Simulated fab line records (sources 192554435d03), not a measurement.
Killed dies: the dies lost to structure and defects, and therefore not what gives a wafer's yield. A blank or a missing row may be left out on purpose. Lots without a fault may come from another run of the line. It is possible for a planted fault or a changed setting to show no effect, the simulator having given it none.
fab line records ; flow n5-finfet
record: lots: 7; wafers: 39
route steps=1938 shown WELL_APT@33 STI_FIN_REVEAL@183 DUMMY_GATE@246 HKMG_FIN@435 MOL_CONTACT_COAG@584 BEOL_M4@1111
start-h: hours from the record's first day to the start of the lot's first wafer shown ; wait-h: hours elapsed since this lot's preceding step ; " as in the row above ; L1.1+2: several wafers, shown together as one row ; - either no value or no given start ; * or withheld: withheld ; < > ~ a bound
route shown NAME@n: names a module that has steps shown in the file, with the first one's number in the route ; usual: mean/standard deviation taken from wafers without a fault ; same: alike in all rows ; chamber/n: place in a boat ; sites: each site's reading ; _std_site: standard deviation of those values ; _edge_site: inner sites' mean taken away from outer sites' mean ; radius-mm: how far each site lies from the wafer's centre ; mask NAME#n: copy n ; behind: tool/chamber where the wafer was last shaped ; hold: what put the lot on hold/how long, in hours/how the hold closed ; device: names the non-switching transistor (n, p or np) ; end of line: at the end of the route, the tests of the same wafers ; a step without rows: its recipe alone ; killed: dies lost to structure and defects at the first sort, not the wafer's yield ; map: a wafer's dies, marking killed ones x, the rest . and places with no die _
set.NAME: the run value of the setting; set.NAME@STEP: its run value at that earlier step ; model.NAME: the simulator's own value behind a step, which no gauge read
lots run with intentionally changed settings; tables by step, rows by wafer
== steps ==
step: N5_WELL_APT_IMPLANT_15
recipe: species: As; energy-kev: 25; dose-cm2: 1.5e+13; tilt-deg: 0; rotation-deg: 0
step: N5_WELL_APT_EPI_41
recipe: material: Si; target-thk-a: 500; temp-c: 650; precursor: SiH4/H2; pressure-torr: 20; time-s: 297.7
step: N5_STI_FIN_REVEAL_ALD_00
recipe: material: SiO2; target-thk-a: 10; temp-c: 300; ald-precursor-family: BDEAS; ald-co-reactant: O2-plasma; pulse-time-s: 1; pressure-torr: 2
step: N5_DUMMY_GATE_ETCH_32
recipe: chemistry: CF4; target: SiO2; target-depth-a: 35; time-s: 3.9; ion-energy-ev: 350; pressure-mtorr: 10; icp-w: 800; bias-w: 400; cf4-flow-sccm: 80
step: N5_DUMMY_GATE_ETCH_44
recipe: chemistry: HBr/O2; over-etch-frac: 0.7; target-depth-a: 1275; stop-on: SiO2; ion-energy-ev: 60; bias-w: 20; target: poly-Si; mask-material: SiO2; pressure-mtorr: 20; icp-w: 400; HBr_flow_sccm: 120; O2_flow_sccm: 10
step: N5_DUMMY_GATE_ETCH_42
recipe: chemistry: CHF3/O2; target: SiO2; target-depth-a: 35; time-s: 31; ion-energy-ev: 30; bias-w: 12; pressure-mtorr: 30; source-w: 600; Ar_flow_sccm: 200; CHF3_flow_sccm: 50; O2_flow_sccm: 5
step: N5_HKMG_FIN_ETCH_32
recipe: chemistry: N2/H2; target: SOC; target-depth-a: 2400; temp-c: 40; time-s: 300; ion-energy-ev: 200; mask-material: SiARC; pressure-mtorr: 30; source-w: 840; bias-w: 150; n2-flow-sccm: 200; h2-flow-sccm: 200
step: N5_MOL_CONTACT_COAG_ETCHBACK_135
recipe: chemistry: CHF3; target: SiO2; target-depth-a: 250; time-s: 16.7; ion-energy-ev: 200; pressure-mtorr: 30; source-w: 610; bias-w: 170; Ar_flow_sccm: 200; CHF3_flow_sccm: 50
step: N5_BEOL_M4_RC_MEAS_101
usual: CJ_N: 4.37/0.08; RS_PWELL: 3014/23
lot.wafer;tool;chamber;start-h;wait-h;set.energy-kev@WELL_APT_IMPLANT_15;set.target-thk-a@WELL_APT_EPI_41;set.target-thk-a@STI_FIN_REVEAL_ALD_00;set.time-s@DUMMY_GATE_ETCH_32;set.target-depth-a@DUMMY_GATE_ETCH_44;set.bias-w@DUMMY_GATE_ETCH_42;set.target-depth-a@HKMG_FIN_ETCH_32;set.target-depth-a@MOL_CONTACT_COAG_ETCHBACK_135;CJ_N;RS_PWELL[ohm/sq]
L074.1;prober-01;0;165.63;0.0;26.22;478.9;8.932;3.553;1185;12;2288;269;4.55;3021
L074.2;prober-01;0;165.63;0.0;25;478.9;10;3.553;1275;12.6;2400;269;4.51;3031
L074.3;prober-01;0;165.63;0.0;25;500;8.932;3.9;1185;12.6;2288;250;4.31;2988
L074.4;prober-01;0;165.63;0.0;25;500;10;3.9;1275;12;2288;250;4.30;3009
L074.5;prober-01;0;165.63;0.0;26.22;478.9;8.932;3.9;1275;12;2400;269;4.46;3033
L074.6;prober-01;0;165.63;0.0;26.22;500;10;3.553;1185;12.6;2400;250;4.33;3016
L075.1;prober-02;0;181.15;0.0;25;500;8.956;4.598;1275;12;2574;250;4.42;3023
L075.2;prober-02;0;181.15;0.0;27.65;526.9;10;3.9;1421;12;2400;250;3.97;2972
L075.3;prober-02;0;181.15;0.0;25;526.9;10;3.9;1275;11.33;2574;250;4.11;2936
L075.4;prober-02;0;181.15;0.0;27.65;500;10;4.598;1275;11.33;2400;250;4.37;3028
L075.5;prober-02;0;181.15;0.0;25;526.9;8.956;4.598;1421;12;2574;250;3.98;2962
L075.6;prober-02;0;181.15;0.0;27.65;500;8.956;3.9;1421;11.33;2400;250;4.34;3018
L082.1;prober-02;0;216.99;0.0;26.67;500;11.07;3.9;1178;12;2400;250;4.43;3022
L082.2;prober-02;0;216.99;0.0;25;536.7;11.07;3.9;1178;13.86;2400;239.9;4.06;2993
L082.3;prober-02;0;216.99;0.0;26.67;536.7;11.07;3.9;1275;12;2400;239.9;4.15;2978
L082.4;prober-02;0;216.99;0.0;26.67;536.7;10;3.9;1275;13.86;2400;250;3.97;2966
L082.5;prober-02;0;216.99;0.0;25;500;10;3.9;1275;12;2400;250;4.52;3053
L082.6;prober-02;0;216.99;0.0;25;500;10;3.9;1178;13.86;2400;239.9;4.49;3046
L087.1;prober-01;0;254.55;0.0;22.24;500;10;3.9;1396;12;2625;237.3;4.37;3011
L087.2;prober-01;0;254.55;0.0;22.24;500;10;4.441;1275;12;2400;250;4.50;3026
L087.3;prober-01;0;254.55;0.0;25;513.7;10;3.9;1275;12;2400;237.3;4.45;2971
L087.4;prober-01;0;254.55;0.0;25;500;10;4.441;1396;12;2625;237.3;4.38;2996
L087.5;prober-01;0;254.55;0.0;22.24;513.7;10;4.441;1275;12;2625;250;4.25;2968
L087.6;prober-01;0;254.55;0.0;25;513.7;10;3.9;1396;12;2400;250;4.21;2994
L089.2;prober-01;0;262.08;0.2;25;500;10;3.9;1275;12;2400;250;4.38;3013
L089.3;prober-01;0;262.08;0.2;25;500;10;3.9;1275;12;2400;250;4.29;3018
L089.6;prober-01;0;262.08;0.2;25;500;10;3.9;1275;12;2400;250;4.33;3027
L094.1;prober-02;0;304.51;0.0;23.02;500;10;3.095;1115;9.833;2400;272.5;4.41;3038
L094.2;prober-02;0;304.51;0.0;25;500;10;3.095;1115;12;2400;250;4.36;3009
L094.3;prober-02;0;304.51;0.0;25;500;10;3.9;1275;9.833;2400;250;4.30;3023
L094.4;prober-02;0;304.51;0.0;25;500;10;3.9;1275;12;2251;250;4.32;3041
L094.5;prober-02;0;304.51;0.0;23.02;500;10;3.095;1275;9.833;2251;272.5;4.29;3009
L094.6;prober-02;0;304.51;0.0;23.02;500;10;3.9;1115;12;2251;272.5;4.23;2999
L096.1;prober-02;0;307.44;0.0;25;500;10;3.9;1275;10.15;2400;250;4.34;3039
L096.2;prober-02;0;307.44;0.0;25;500;10.45;3.9;1190;12;2400;250;4.32;3012
L096.3;prober-02;0;307.44;0.0;25;463.9;10;3.9;1275;12;2400;250;4.72;3077
L096.4;prober-02;0;307.44;0.0;25;500;10.45;3.9;1190;10.15;2400;276.3;4.47;3011
L096.5;prober-02;0;307.44;0.0;25;463.9;10.45;3.9;1275;10.15;2400;276.3;4.81;3056
L096.6;prober-02;0;307.44;0.0;25;463.9;10;3.9;1190;12;2400;276.3;4.66;3076
== key ==
split: step: N5_WELL_APT_IMPLANT_15; setting: energy-kev; stated-as: 25
response none clear
split: step: N5_WELL_APT_EPI_41; setting: target-thk-a; stated-as: 500
response: step: N5_BEOL_M4_RC_MEAS_101; reading: CJ_N; slope: -0.0559; per: 1%; together-with: all; explained: 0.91
response: step: N5_BEOL_M4_RC_MEAS_101; reading: RS_PWELL; slope: -9.02; per: 1%; together-with: all; explained: 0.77
split: step: N5_STI_FIN_REVEAL_ALD_00; setting: target-thk-a; stated-as: 10
response none clear
split: step: N5_DUMMY_GATE_ETCH_32; setting: time-s; stated-as: 3.9
response none clear
split: step: N5_DUMMY_GATE_ETCH_44; setting: target-depth-a; stated-as: 1275
response none clear
split: step: N5_DUMMY_GATE_ETCH_42; setting: bias-w; stated-as: 12
response none clear
split: step: N5_HKMG_FIN_ETCH_32; setting: target-depth-a; stated-as: 2400
response none clear
split: step: N5_MOL_CONTACT_COAG_ETCHBACK_135; setting: target-depth-a; stated-as: 250
response none clear
